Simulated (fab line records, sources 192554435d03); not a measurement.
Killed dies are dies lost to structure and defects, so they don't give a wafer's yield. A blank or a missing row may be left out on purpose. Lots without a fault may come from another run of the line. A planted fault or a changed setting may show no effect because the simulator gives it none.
Chamber matching | flow n5_finfet | N5_SDB_CMP_30 on cmp-04: 4 sister chambers
The step polishes, stops on poly-Si, t overpolish 1.54 s, target thk 30 nm. 14 wafers are shown with their chamber, then 7 later ones without.

WAFERS WITH THEIR CHAMBER
wafer  | chamber | motor_current_A (A) | time_to_endpoint_s (s) | retaining_ring_pressure_frac
L074.1 | 3       | 11.0                | 13.1                   | 1.005
L074.2 | 1       | 12.5                | 14.7                   | 0.996
L074.3 | 0       | 10.6                | 11.9                   | 1.003
L079.2 | 1       | 13.5                | 18.6                   | 1.006
L079.3 | 0       | 10.1                | 17.7                   | 1.002
L079.4 | 3       | 11.8                | 17.1                   | 1.001
L082.1 | 3       | 12.1                | 15.5                   | 0.996
L082.4 | 1       | 13.0                | 20.4                   | 1.002
L082.5 | 3       | 11.7                | 17.5                   | 0.996
L086.1 | 1       | 13.0                | 18.5                   | 0.999
L086.4 | 2       | 13.9                | 20.9                   | 1.001
L086.5 | 0       | 11.2                | 18.8                   | 0.995
L090.1 | 0       | 11.4                | 14.7                   | 0.995
L090.2 | 1       | 11.9                | 18.4                   | 1.006

SIGNATURES (means of the wafers above)
reading                      | chamber 0 | chamber 1 | chamber 2 | chamber 3 | scatter within a chamber
motor_current_A              | 10.825    | 12.780    | 13.900    | 11.650    | 0.563
time_to_endpoint_s           | 15.775    | 18.120    | 20.900    | 15.800    | 2.42
retaining_ring_pressure_frac | 0.99875   | 1.00180   | 1.00100   | 0.99950   | 0.00437
Rule: a wafer's distance from a chamber is the root of the sum, over the readings, of the square of ((its reading less the chamber's mean) divided by the reading's scatter). The wafer belongs to the nearest chamber; if the next one is less than 2 further off, it can't be placed. The scatter: the root of (the sum of the squares of (reading less its chamber's mean) over the shown wafers, divided by (wafers less chambers)).

WAFERS WITHOUT THEIR CHAMBER
wafer  | motor_current_A (A) | time_to_endpoint_s (s) | retaining_ring_pressure_frac
L090.3 | 13.5                | 17.7                   | 0.999
L091.1 | 11.9                | 15.2                   | 1.006
L091.4 | 14.5                | 19.6                   | 1.002
L091.6 | 11.8                | 16.6                   | 1.000
L097.1 | 13.7                | 17.4                   | 1.001
L097.4 | 11.7                | 14.9                   | 0.999
L097.6 | 11.3                | 17.0                   | 1.007

WHICH CHAMBER EACH WENT THROUGH
wafer  | from the rows above          | in truth
L090.3 | can't be placed: 1 or 2 or 3 | 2
L091.1 | can't be placed: 3 or 1 or 0 | 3
L091.4 | can't be placed: 2 or 1      | 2
L091.6 | can't be placed: 3 or 0 or 1 | 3
L097.1 | can't be placed: 2 or 1      | 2
L097.4 | can't be placed: 3 or 0      | 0
L097.6 | can't be placed: 3 or 0 or 1 | 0
Placed correctly: 0 of 7. Can't be placed from these rows: 7 (the true chamber is among the candidates in 7). Placed wrongly: 0.
